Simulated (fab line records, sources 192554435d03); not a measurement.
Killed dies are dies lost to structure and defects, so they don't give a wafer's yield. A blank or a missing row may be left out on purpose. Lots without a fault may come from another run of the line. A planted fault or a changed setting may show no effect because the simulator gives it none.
fab line records | flow n5_finfet
record lots=24 wafers=72 last_day=19
route steps=1938 shown BEOL_M2@877
lots that met no fault: from a run of the same line without faults
start_h: hours from the record's first day to the start of the lot's first wafer shown | wait_h: hours since the lot's step before | " the same as in the row above | L1.1+2: a row that stands for several wafers | - no value, or no start given | * or withheld: withheld | < > ~ a bound
route shown NAME@n: a module of which the file shows steps, and the number in the route of the first | usual: mean/standard deviation of fault-free wafers | same: alike in all rows | chamber/n: place in a boat | sites: the reading at each site | _std_site: their standard deviation | _edge_site: outer sites' mean less inner sites' | radius_mm: how far each site lies from the wafer's centre | mask NAME#n: copy n | behind: the tool/chamber that last shaped the wafer | hold: why the lot was held/for how many hours/how that ended | device: the transistor (n, p or np) that didn't switch | end of line: the same wafers' tests at the end of the route | a step without rows: its recipe alone | killed: dies lost to structure and defects at the first sort, not the wafer's yield | map: a wafer's dies, x killed, . not, _ none there
set.NAME: the setting as run; set.NAME@STEP: as run at that earlier step | model.NAME: the simulator's own value behind a step, which no gauge read
steps of the route over a sample of lots; a table a step, a row a wafer
services: from which hour (start_h, from the record's first day; less than 0 if before it) a tool's chamber was out of use, for how many hours, and why
## steps
# step N5_BEOL_M2_OVL_MEAS_29
# recipe points_per_wafer=522
# usual V1_OVL=0.1/0.63
# columns lot.wafer tool chamber start_h wait_h V1_OVL[nm]
L074.4 overlay-01 0 136.79 0.1 0.1
L074.5 " 0 " " 0.7
L074.6 " 0 " " 0.2
L075.1 overlay-01 0 140.35 0.0 -0.4
L075.2 " 0 " " 0.1
L075.4 " 0 " " 0.7
L076.1 overlay-01 0 148.15 0.0 -0.3
L076.3 " 0 " " -0.4
L076.4 " 0 " " -0.9
L077.1 overlay-02 0 158.61 0.0 -0.6
L077.2 " 0 " " 0.0
L077.3 " 0 " " -0.2
L078.2 overlay-02 0 161.50 0.0 -0.4
L078.4 " 0 " " -0.3
L078.5 " 0 " " -1.7
L079.2 overlay-01 0 179.25 0.0 0.8
L079.3 " 0 " " 1.5
L079.6 " 0 " " 0.1
L080.1 overlay-02 0 183.16 0.0 0.7
L080.2 " 0 " " -0.2
L080.6 " 0 " " -1.0
L081.1 overlay-01 0 183.35 0.0 1.1
L081.3 " 0 " " 1.2
L081.4 " 0 " " 0.8
L082.2 overlay-02 0 200.15 0.0 -0.7
L082.3 " 0 " " 0.2
L082.4 " 0 " " -0.5
L083.1 overlay-02 0 202.89 0.0 0.0
L083.4 " 0 " " -0.2
L083.6 " 0 " " -0.2
L084.3 overlay-02 0 208.72 0.0 0.0
L084.5 " 0 " " -0.5
L084.6 " 0 " " -0.5
L085.4 overlay-01 0 217.33 0.0 -0.5
L085.5 " 0 " " -0.3
L085.6 " 0 " " -0.7
L087.1 overlay-02 0 223.22 0.0 -0.1
L087.3 " 0 " " 0.6
L087.6 " 0 " " -0.4
L086.1 overlay-01 0 227.12 0.0 1.1
L086.4 " 0 " " 0.6
L086.5 " 0 " " 0.4
L088.2 overlay-02 0 233.72 0.0 0.5
L088.4 " 0 " " 0.1
L088.6 " 0 " " -0.1
L089.1 overlay-02 0 234.03 0.0 0.3
L089.4 " 0 " " 0.0
L089.6 " 0 " " -0.1
L090.2 overlay-02 0 238.16 0.0 1.3
L090.3 " 0 " " 0.4
L090.4 " 0 " " -0.1
L091.4 overlay-01 0 239.01 0.0 0.1
L091.5 " 0 " " 0.7
L091.6 " 0 " " -0.4
L092.1 overlay-02 0 248.79 0.0 0.6
L092.2 " 0 " " 0.2
L092.5 " 0 " " 0.0
L093.2 overlay-02 0 249.03 0.0 0.5
L093.4 " 0 " " 0.5
L093.5 " 0 " " -0.1
L094.2 overlay-01 0 259.06 0.0 0.7
L094.4 " 0 " " -0.1
L094.5 " 0 " " -0.4
L095.2 overlay-02 0 272.63 0.0 0.0
L095.3 " 0 " " -0.1
L095.6 " 0 " " -0.1
L096.3 overlay-01 0 280.88 0.0 0.8
L096.4 " 0 " " 0.7
L096.6 " 0 " " 0.2
L097.3 overlay-01 0 281.87 0.0 0.3
L097.4 " 0 " " 0.5
L097.5 " 0 " " 0.7
# step N5_BEOL_M2_ETCH_69
# recipe chemistry=CF4 target=SiARC target_depth_a=156 mask_material=CAR-EUV time_s=26 ion_energy_ev=80 pressure_mtorr=40 source_w=545 bias_w=36 Ar_flow_sccm=100 cf4_flow_sccm=100 ends=cleared
# usual drypump_motor_current_A=6.0/0.51 etch_rf_on_time_s=25.9/0.4 mfc_ar_sccm=100.0/0.31 oes_product_au=0.71/0.083 rf_vpp_V=184.8/0.99 showerhead_plenum_p_Torr=2.20/0.056 throttle_valve_pct=15.54/0.23
# columns lot.wafer tool chamber start_h wait_h drypump_motor_current_A etch_rf_on_time_s mfc_ar_sccm oes_product_au rf_hours_counter_h rf_vpp_V showerhead_plenum_p_Torr throttle_valve_pct
L074.4 rie_diel-02 1 136.91 0.0 6.2 26.4 100.0 0.58 238 185.6 2.11 15.82
L074.5 " 0 " " 5.3 26.0 100.5 0.58 - 185.7 2.19 16.07
L074.6 " 1 " " 6.3 26.5 100.1 0.58 - 184.6 2.11 15.80
L075.1 rie_diel-02 1 140.50 0.0 6.2 26.5 99.9 0.58 239 184.4 2.11 15.81
L075.2 " 2 " " 6.2 25.4 99.8 0.76 52 183.9 2.26 15.35
L075.4 " 2 " " 6.2 25.4 100.0 0.76 - 185.9 2.26 15.36
L076.1 rie_diel-01 1 148.29 0.0 5.9 25.5 100.1 0.82 3 185.9 2.28 15.11
L076.3 " 0 " " 5.4 26.3 99.6 0.60 238 185.2 2.19 15.74
L076.4 " 2 " " 5.2 26.3 100.8 0.60 222 183.4 2.20 15.84
L077.1 rie_diel-02 1 160.38 0.0 6.3 26.5 99.9 0.58 249 183.6 2.11 15.83
L077.2 " 2 " " 6.2 25.2 99.7 0.75 61 186.4 2.26 15.37
L077.3 " 3 " " 6.7 25.9 100.0 0.62 208 183.3 2.12 15.87
L078.2 rie_diel-01 0 162.56 0.0 5.5 26.3 100.3 0.59 246 183.5 2.19 15.76
L078.4 " 2 " " 5.1 26.5 99.8 0.59 230 183.7 2.20 15.85
L078.5 " 3 " " 6.0 26.5 99.7 0.65 - 183.6 2.15 15.53
L079.2 rie_diel-03 2 179.39 0.0 6.6 25.7 100.6 0.74 55 185.5 2.27 15.51
L079.3 " 3 " " 5.5 27.0 100.2 0.59 234 185.0 2.20 15.82
L079.6 " 2 " " 6.6 25.6 99.8 0.74 - 185.2 2.27 15.50
L080.1 rie_diel-02 0 183.32 0.0 5.3 25.7 100.3 0.80 12 185.4 2.19 15.62
L080.2 " 3 " " 6.7 26.0 99.9 0.61 219 184.4 2.12 15.89
L080.6 " 3 " " 6.7 25.8 99.7 0.62 - 183.6 2.12 15.91
L081.1 rie_diel-02 0 183.49 0.0 5.3 25.5 100.5 0.81 12 184.9 2.19 15.61
L081.3 " 2 " " 6.2 25.5 99.2 0.73 73 186.0 2.25 15.38
L081.4 " 2 " " 6.3 25.4 100.2 0.74 - 186.5 2.25 15.39
L082.2 rie_diel-03 0 200.29 0.0 5.6 26.2 100.1 0.78 18 184.8 2.19 15.38
L082.3 " 2 " " 6.6 26.0 100.2 0.72 62 183.9 2.26 15.52
L082.4 " 3 " " 5.5 27.4 100.1 0.57 242 183.4 2.20 15.82
L083.1 rie_diel-02 2 203.03 0.0 6.2 25.6 99.7 0.73 78 184.5 2.25 15.40
L083.4 " 1 " " 6.3 26.1 99.8 0.81 5 183.4 2.11 15.35
L083.6 " 1 " " 6.3 26.0 99.8 0.82 - 182.9 2.11 15.34
L084.3 rie_diel-01 0 208.94 0.0 5.5 25.3 99.7 0.83 6 184.5 2.19 15.27
L084.5 " 2 " " 5.1 26.4 99.9 0.58 - 185.5 2.19 15.90
L084.6 " 3 " " 6.0 26.2 100.4 0.64 - 185.0 2.14 15.57
L085.4 rie_diel-03 3 217.45 0.0 5.5 27.5 99.9 0.57 248 184.9 2.19 15.85
L085.5 " 1 " " 5.8 25.5 99.9 0.80 - 185.6 2.28 15.32
L085.6 " 2 " " 6.6 26.0 100.4 0.72 - 185.9 2.26 15.54
L087.1 rie_diel-01 0 223.85 0.0 5.5 25.5 100.1 0.82 12 185.3 2.18 15.29
L087.3 " 3 " " 6.0 26.3 100.0 0.64 152 183.2 2.14 15.59
L087.6 " 3 " " 6.0 26.1 100.1 0.63 - 185.5 2.14 15.59
L086.1 rie_diel-03 1 227.87 0.0 5.8 25.5 100.1 0.80 11 185.0 2.27 15.33
L086.4 " 2 " " 6.6 25.9 100.7 0.71 - 184.2 2.26 15.55
L086.5 " 0 " " 5.7 26.0 99.8 0.77 - 184.9 2.19 15.40
L088.2 rie_diel-03 1 233.85 0.0 5.8 25.6 99.6 0.78 15 185.5 2.27 15.33
L088.4 " 0 " " 5.6 25.9 100.0 0.77 - 185.9 2.19 15.43
L088.6 " 1 " " 5.8 25.4 99.7 0.79 - 184.5 2.27 15.32
L089.1 rie_diel-03 0 234.17 0.0 5.6 26.2 99.7 0.76 33 185.0 2.19 15.41
L089.4 " 2 " " 6.6 26.0 99.4 0.71 - 184.9 2.26 15.56
L089.6 " 1 " " 5.8 25.8 100.2 0.79 - 186.6 2.27 15.34
L090.2 rie_diel-01 2 238.30 0.0 5.2 25.3 99.3 0.82 3 185.2 2.19 15.41
L090.3 " 3 " " 6.0 26.1 99.7 0.64 161 182.5 2.14 15.61
L090.4 " 1 " " 5.9 25.7 100.5 0.74 37 186.3 2.27 15.17
L091.4 rie_diel-02 1 239.23 0.0 6.3 26.0 99.8 0.80 12 183.5 2.10 15.36
L091.5 " 0 " " 5.3 25.8 100.4 0.77 - 186.2 2.19 15.65
L091.6 " 3 " " 6.7 26.2 100.2 0.60 - 183.2 2.11 15.92
L092.1 rie_diel-02 1 248.93 0.0 6.3 25.9 100.0 0.79 17 183.4 2.10 15.37
L092.2 " 2 " " 6.2 25.7 99.7 0.72 90 185.4 2.24 15.41
L092.5 " 3 " " 6.7 26.3 99.5 0.59 - 183.3 2.11 15.94
L093.2 rie_diel-02 3 249.22 0.0 6.7 26.3 99.8 0.60 236 184.4 2.11 15.93
L093.4 " 0 " " 5.3 25.7 100.0 0.76 - 184.9 2.18 15.64
L093.5 " 3 " " 6.7 26.1 100.0 0.60 - 184.7 2.11 15.94
L094.2 rie_diel-03 0 259.20 0.0 5.6 26.0 100.0 0.75 43 183.7 2.18 15.44
L094.4 " 3 " " 5.5 25.6 99.8 0.83 4 184.1 2.19 15.35
L094.5 " 3 " " 5.5 25.7 99.9 0.83 - 183.9 2.19 15.35
L095.2 rie_diel-02 0 272.76 0.0 5.3 26.0 99.6 0.76 38 185.0 2.18 15.66
L095.3 " 3 " " 6.7 26.3 100.0 0.59 249 182.3 2.11 15.94
L095.6 " 2 " " 6.2 25.4 99.8 0.70 - 185.1 2.24 15.46
L096.3 rie_diel-03 0 281.02 0.0 5.6 25.7 100.2 0.75 50 184.1 2.18 15.43
L096.4 " 2 " " 6.6 25.4 100.4 0.70 96 184.4 2.25 15.59
L096.6 " 1 " " 5.8 25.3 100.3 0.76 - 185.3 2.27 15.38
L097.3 rie_diel-01 0 282.13 0.0 5.5 25.6 99.3 0.76 40 185.3 2.18 15.33
L097.4 " 2 " " 5.1 25.5 99.5 0.77 - 184.2 2.19 15.46
L097.5 " 1 " " 5.9 25.8 99.3 0.71 - 184.7 2.26 15.21
# step N5_BEOL_M2_SPUTTER_81
# recipe material=Cu target_thk_a=45 temp_c=-20 chamber_pressure_pa=0.07 power_w=withheld time_s=8.29
# usual throttle_valve_pct=30.9/1.3
# columns lot.wafer tool chamber start_h wait_h throttle_valve_pct
L074.4 pvd_sputter-02 - 144.81 0.1 29.5
L074.5 " - " " 30.7
L074.6 " - " " 31.2
L075.1 pvd_sputter-02 - 153.45 0.1 28.3
L075.2 " - " " 29.7
L075.4 " - " " 31.2
L076.1 pvd_sputter-01 - 164.13 0.1 29.9
L076.3 " - " " 30.4
L076.4 " - " " 30.8
L077.1 pvd_sputter-01 - 179.40 0.1 30.6
L077.2 " - " " 33.1
L077.3 " - " " 29.9
L078.2 pvd_sputter-03 - 192.25 0.1 30.6
L078.4 " - " " 29.0
L078.5 " - " " 30.9
L080.1 pvd_sputter-03 - 196.02 0.1 30.7
L080.2 " - " " 32.7
L080.6 " - " " 32.2
L081.1 pvd_sputter-01 - 199.80 0.1 29.7
L081.3 " - " " 31.8
L081.4 " - " " 32.9
L079.2 pvd_sputter-01 - 202.74 0.1 30.0
L079.3 " - " " 33.2
L079.6 " - " " 30.5
L082.2 pvd_sputter-01 - 204.92 0.1 30.0
L082.3 " - " " 33.2
L082.4 " - " " 30.5
L083.1 pvd_sputter-03 - 205.48 0.1 30.6
L083.4 " - " " 28.7
L083.6 " - " " 30.5
L084.3 pvd_sputter-01 - 212.63 0.1 30.5
L084.5 " - " " 32.8
L084.6 " - " " 30.3
L085.4 pvd_sputter-01 - 222.68 0.1 32.9
L085.5 " - " " 31.0
L085.6 " - " " 31.1
L087.1 pvd_sputter-01 - 230.46 0.1 29.9
L087.3 " - " " 30.8
L087.6 " - " " 31.7
L086.1 pvd_sputter-01 - 240.62 0.1 32.9
L086.4 " - " " 31.4
L086.5 " - " " 30.1
L088.2 pvd_sputter-03 - 245.35 0.1 32.9
L088.4 " - " " 30.5
L088.6 " - " " 30.6
L089.1 pvd_sputter-03 - 249.35 0.1 29.2
L089.4 " - " " 30.7
L089.6 " - " " 28.8
L090.2 pvd_sputter-01 - 251.12 0.1 29.9
L090.3 " - " " 32.9
L090.4 " - " " 31.3
L091.4 pvd_sputter-03 - 255.99 0.1 30.6
L091.5 " - " " 30.6
L091.6 " - " " 32.6
L092.1 pvd_sputter-03 - 260.49 0.1 30.8
L092.2 " - " " 30.7
L092.5 " - " " 29.0
L093.2 pvd_sputter-03 - 273.69 0.1 29.1
L093.4 " - " " 30.7
L093.5 " - " " 28.8
L095.2 pvd_sputter-02 - 286.50 0.1 30.9
L095.3 " - " " 29.5
L095.6 " - " " 30.5
L094.2 pvd_sputter-03 - 293.88 0.1 32.9
L094.4 " - " " 30.7
L094.5 " - " " 30.8
L096.3 pvd_sputter-03 - 302.27 0.1 29.1
L096.4 " - " " 30.4
L096.6 " - " " 30.3
L097.3 pvd_sputter-01 - 302.89 0.1 30.0
L097.4 " - " " 33.0
L097.5 " - " " 31.6
# step N5_BEOL_M2_ANNEAL_93
# recipe temp_c=400 time_s=240 ambient=vacuum
# usual heater_power_w=847/51
# columns lot.wafer tool chamber start_h wait_h heater_power_w
L074.4 pvd_sputter-02 - 145.77 0.0 737
L074.5 " - " " 863
L074.6 " - " " 723
L075.1 pvd_sputter-02 - 154.41 0.0 848
L075.2 " - " " 749
L075.4 " - " " 718
L076.1 pvd_sputter-01 - 165.09 0.0 950
L076.3 " - " " 833
L076.4 " - " " 846
L077.1 pvd_sputter-01 - 180.36 0.0 828
L077.2 " - " " 864
L077.3 " - " " 952
L078.2 pvd_sputter-03 - 193.21 0.0 892
L078.4 " - " " 769
L078.5 " - " " 889
L080.1 pvd_sputter-03 - 196.98 0.0 912
L080.2 " - " " 849
L080.6 " - " " 847
L081.1 pvd_sputter-01 - 200.76 0.0 941
L081.3 " - " " 846
L081.4 " - " " 871
L079.2 pvd_sputter-01 - 203.70 0.0 926
L079.3 " - " " 907
L079.6 " - " " 859
L082.2 pvd_sputter-01 - 205.88 0.0 921
L082.3 " - " " 893
L082.4 " - " " 829
L083.1 pvd_sputter-03 - 206.44 0.0 834
L083.4 " - " " 779
L083.6 " - " " 899
L084.3 pvd_sputter-01 - 213.59 0.0 835
L084.5 " - " " 912
L084.6 " - " " 906
L085.4 pvd_sputter-01 - 223.64 0.0 906
L085.5 " - " " 834
L085.6 " - " " 823
L087.1 pvd_sputter-01 - 231.42 0.0 924
L087.3 " - " " 847
L087.6 " - " " 848
L086.1 pvd_sputter-01 - 241.58 0.0 887
L086.4 " - " " 846
L086.5 " - " " 935
L088.2 pvd_sputter-03 - 246.31 0.0 834
L088.4 " - " " 865
L088.6 " - " " 866
L089.1 pvd_sputter-03 - 250.31 0.0 799
L089.4 " - " " 892
L089.6 " - " " 763
L090.2 pvd_sputter-01 - 252.08 0.0 937
L090.3 " - " " 872
L090.4 " - " " 828
L091.4 pvd_sputter-03 - 256.95 0.0 823
L091.5 " - " " 836
L091.6 " - " " 835
L092.1 pvd_sputter-03 - 261.45 0.0 887
L092.2 " - " " 825
L092.5 " - " " 780
L093.2 pvd_sputter-03 - 274.65 0.0 788
L093.4 " - " " 884
L093.5 " - " " 800
L095.2 pvd_sputter-02 - 287.46 0.0 703
L095.3 " - " " 752
L095.6 " - " " 866
L094.2 pvd_sputter-03 - 294.84 0.0 824
L094.4 " - " " 882
L094.5 " - " " 905
L096.3 pvd_sputter-03 - 303.23 0.0 796
L096.4 " - " " 815
L096.6 " - " " 842
L097.3 pvd_sputter-01 - 303.93 0.0 932
L097.4 " - " " 895
L097.5 " - " " 840
# step N5_BEOL_M2_ANNEAL_95
# recipe temp_c=400 time_s=240 ambient=vacuum
# usual heater_power_w=849/49
# columns lot.wafer tool chamber start_h wait_h heater_power_w
L074.4 pvd_sputter-02 - 145.99 0.0 732
L074.5 " - " " 864
L074.6 " - " " 745
L075.1 pvd_sputter-02 - 154.63 0.0 876
L075.2 " - " " 749
L075.4 " - " " 739
L076.1 pvd_sputter-01 - 165.31 0.0 924
L076.3 " - " " 843
L076.4 " - " " 852
L077.1 pvd_sputter-01 - 180.58 0.0 861
L077.2 " - " " 889
L077.3 " - " " 923
L078.2 pvd_sputter-03 - 193.43 0.0 896
L078.4 " - " " 773
L078.5 " - " " 892
L080.1 pvd_sputter-03 - 197.20 0.0 881
L080.2 " - " " 836
L080.6 " - " " 847
L081.1 pvd_sputter-01 - 200.98 0.0 929
L081.3 " - " " 850
L081.4 " - " " 876
L079.2 pvd_sputter-01 - 203.92 0.0 920
L079.3 " - " " 908
L079.6 " - " " 854
L082.2 pvd_sputter-01 - 206.10 0.0 946
L082.3 " - " " 899
L082.4 " - " " 866
L083.1 pvd_sputter-03 - 206.66 0.0 819
L083.4 " - " " 790
L083.6 " - " " 895
L084.3 pvd_sputter-01 - 213.81 0.0 833
L084.5 " - " " 872
L084.6 " - " " 942
L085.4 pvd_sputter-01 - 223.86 0.0 897
L085.5 " - " " 844
L085.6 " - " " 842
L087.1 pvd_sputter-01 - 231.64 0.0 923
L087.3 " - " " 893
L087.6 " - " " 859
L086.1 pvd_sputter-01 - 241.80 0.0 905
L086.4 " - " " 852
L086.5 " - " " 923
L088.2 pvd_sputter-03 - 246.53 0.0 820
L088.4 " - " " 884
L088.6 " - " " 879
L089.1 pvd_sputter-03 - 250.53 0.0 781
L089.4 " - " " 897
L089.6 " - " " 780
L090.2 pvd_sputter-01 - 252.30 0.0 942
L090.3 " - " " 908
L090.4 " - " " 838
L091.4 pvd_sputter-03 - 257.17 0.0 829
L091.5 " - " " 844
L091.6 " - " " 849
L092.1 pvd_sputter-03 - 261.67 0.0 894
L092.2 " - " " 821
L092.5 " - " " 798
L093.2 pvd_sputter-03 - 274.87 0.0 797
L093.4 " - " " 888
L093.5 " - " " 786
L095.2 pvd_sputter-02 - 287.68 0.0 734
L095.3 " - " " 757
L095.6 " - " " 851
L094.2 pvd_sputter-03 - 295.06 0.0 833
L094.4 " - " " 912
L094.5 " - " " 872
L096.3 pvd_sputter-03 - 303.45 0.0 762
L096.4 " - " " 835
L096.6 " - " " 828
L097.3 pvd_sputter-01 - 304.17 0.0 920
L097.4 " - " " 865
L097.5 " - " " 817
# step N5_BEOL_M2_PRE_CLEAN_60
# recipe gas=NH3/H2 time_s=15 temp_c=* rf_power_w=300
# usual heater_power_w=93/11
# columns lot.wafer tool chamber start_h wait_h heater_power_w
L074.4 cvd_co-01 2 147.01 0.1 86
L074.5 " 0 " " 97
L074.6 " 1 " " 80
L075.1 cvd_co-01 0 155.62 0.0 97
L075.2 " 2 " " 84
L075.4 " 0 " " 99
L076.1 cvd_co-01 2 166.27 0.0 85
L076.3 " 1 " " 80
L076.4 " 1 " " 82
L077.1 cvd_co-01 0 181.61 0.0 97
L077.2 " 2 " " 86
L077.3 " 1 " " 80
L078.2 cvd_co-01 0 194.39 0.0 99
L078.4 " 0 " " 97
L078.5 " 2 " " 86
L080.1 cvd_co-01 0 198.17 0.0 96
L080.2 " 2 " " 88
L080.6 " 1 " " 80
L081.1 cvd_co-02 1 201.94 0.0 91
L081.3 " 0 " " 109
L081.4 " 0 " " 108
L079.2 cvd_co-02 2 204.89 0.0 115
L079.3 " 1 " " 91
L079.6 " 0 " " 108
L082.2 cvd_co-01 0 207.08 0.0 99
L082.3 " 2 " " 84
L082.4 " 2 " " 85
L083.1 cvd_co-01 0 207.63 0.0 100
L083.4 " 0 " " 96
L083.6 " 2 " " 84
L084.3 cvd_co-01 2 214.77 0.0 88
L084.5 " 1 " " 82
L084.6 " 2 " " 85
L085.4 cvd_co-01 2 224.85 0.1 86
L085.5 " 1 " " 83
L085.6 " 0 " " 100
L087.1 cvd_co-02 1 232.62 0.0 91
L087.3 " 0 " " 108
L087.6 " 2 " " 117
L086.1 cvd_co-01 2 242.77 0.0 87
L086.4 " 0 " " 101
L086.5 " 1 " " 81
L088.2 cvd_co-01 1 247.50 0.0 84
L088.4 " 0 " " 99
L088.6 " 2 " " 87
L089.1 cvd_co-01 1 251.72 0.1 80
L089.4 " 1 " " 80
L089.6 " 0 " " 97
L090.2 cvd_co-02 1 253.66 0.0 92
L090.3 " 2 " " 115
L090.4 " 2 " " 115
L091.4 cvd_co-01 1 258.15 0.1 80
L091.5 " 2 " " 85
L091.6 " 0 " " 97
L092.1 cvd_co-01 0 262.65 0.0 100
L092.2 " 2 " " 83
L092.5 " 0 " " 100
L093.2 cvd_co-02 2 275.85 0.0 118
L093.4 " 1 " " 92
L093.5 " 0 " " 110
L095.2 cvd_co-01 2 289.05 0.4 87
L095.3 " 1 " " 85
L095.6 " 0 " " 98
L094.2 cvd_co-01 1 296.02 0.0 82
L094.4 " 2 " " 85
L094.5 " 0 " " 100
L096.3 cvd_co-02 0 305.53 0.1 113
L096.4 " 1 " " 92
L096.6 " 0 " " 113
L097.3 cvd_co-01 0 305.88 0.1 97
L097.4 " 1 " " 84
L097.5 " 0 " " 95
## services
# columns tool chamber start_h hours kind
cvd_co-01 1 114.67 - clean
cvd_co-01 1 114.67 22.0 scheduled_down
cvd_co-01 1 114.67 22.0 vent_cycle
rie_diel-02 - 117.35 0.2 repair
cvd_co-02 - 121.30 6.9 pm
cvd_co-02 2 130.07 9.7 repair
rie_diel-02 0 139.56 - clean
rie_diel-02 0 139.56 - consumable_replace:focus_ring
rie_diel-02 0 139.56 18.8 scheduled_down
rie_diel-02 0 139.56 18.8 vent_cycle
rie_diel-03 - 149.07 14.6 pm
cvd_co-02 - 166.91 28.1 pm
rie_diel-01 - 179.51 2.4 repair
rie_diel-02 - 218.99 14.6 pm
rie_diel-02 - 234.48 0.7 repair
rie_diel-02 0 239.33 8.8 repair
rie_diel-02 1 249.04 33.4 repair
rie_diel-01 3 272.40 9.7 repair
rie_diel-02 - 277.48 10.0 pm
pvd_sputter-02 - 277.88 6.1 repair
cvd_co-02 - 283.10 3.0 repair
cvd_co-02 - 288.11 0.9 repair
pvd_sputter-03 - 298.65 1.0 repair
rie_diel-02 2 303.68 2.6 repair
## key
fault none
